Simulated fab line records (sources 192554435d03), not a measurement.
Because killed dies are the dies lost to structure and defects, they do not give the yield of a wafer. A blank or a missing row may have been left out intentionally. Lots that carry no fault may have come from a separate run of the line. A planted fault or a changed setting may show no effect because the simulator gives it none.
One fault through the eyes of 2 desks | flow n5_finfet | every desk sees just its own numbers, and what lay behind them comes last

== FOR THE TOOL OWNER'S DESK: remote_plasma-02 ==
The tool's own readings at N5_MOL_CONTACT_COAG_PRECLEAN_111 (cleans in NF3:NH3, afs cycles 1, time 20 s, sublimation time 60 s): means of the sampled wafers that have a number, for each lot that ran on this tool. A lot is out of limits, marked OUT, if its mean lies more than 4 standard deviations from the usual mean; the brackets give that distance.
Columns: A = sublimation_temp_c at N5_MOL_CONTACT_COAG_PRECLEAN_111, usual 180.03 C
lot  | first seen here | A
L378 | day 5 14:49     | 179.97
L385 | day 7 03:48     | 179.86
L386 | day 7 15:11     | 179.73
L387 | day 8 05:20     | 180.08
Finding of this desk: none of the 4 lots has anything out of limits.

== AT THE METROLOGY DESK ==
What the gauges read for every lot (on any tool): the sampled wafers with a number, averaged. A lot is out of limits, marked OUT, if its mean lies more than 4 standard deviations from the usual mean; the brackets give that distance. 7 of its 10 readings are shown, namely those furthest out on some lot.
Columns: A = DIBL_N at N5_BEOL_M4_RC_MEAS_101, usual 36.3 mV/V; B = DIBL_P at N5_BEOL_M4_RC_MEAS_101, usual 36.0 mV/V; C = IOFF_N at N5_BEOL_M4_RC_MEAS_101, usual 0.16 nA/um; D = ION_N at N5_BEOL_M4_RC_MEAS_101, usual 675 uA/um; E = SS_N at N5_BEOL_M4_RC_MEAS_101, usual 71.5 mV/dec; F = SS_P at N5_BEOL_M4_RC_MEAS_101, usual 73.3 mV/dec; G = VT_N at N5_BEOL_M4_RC_MEAS_101, usual 250 mV
lot  | first seen here | A    | B    | C    | D   | E    | F    | G
L378 | day 8 14:51     | 37.3 | 39.7 | 0.21 | 698 | 71.6 | 74.5 | 243
L385 | day 9 22:35     | 33.6 | 33.5 | 0.12 | 681 | 71.1 | 72.7 | 252
L396 | day 12 23:58    | 37.1 | 36.3 | 0.15 | 667 | 72.0 | 73.2 | 251
L386 | day 13 07:46    | 35.6 | 34.1 | 0.15 | 694 | 70.7 | 72.9 | 250
L387 | day 14 14:49    | 35.9 | 34.8 | 0.16 | 673 | 72.0 | 73.1 | 248
Finding of this desk: none of the 5 lots has anything out of limits.

== ALL TOGETHER ==
Nothing out of limits was seen by the tool owner's desk.
Metrology desk: nothing out of limits seen.

== WHAT THE SIMULATOR PUT IN ==
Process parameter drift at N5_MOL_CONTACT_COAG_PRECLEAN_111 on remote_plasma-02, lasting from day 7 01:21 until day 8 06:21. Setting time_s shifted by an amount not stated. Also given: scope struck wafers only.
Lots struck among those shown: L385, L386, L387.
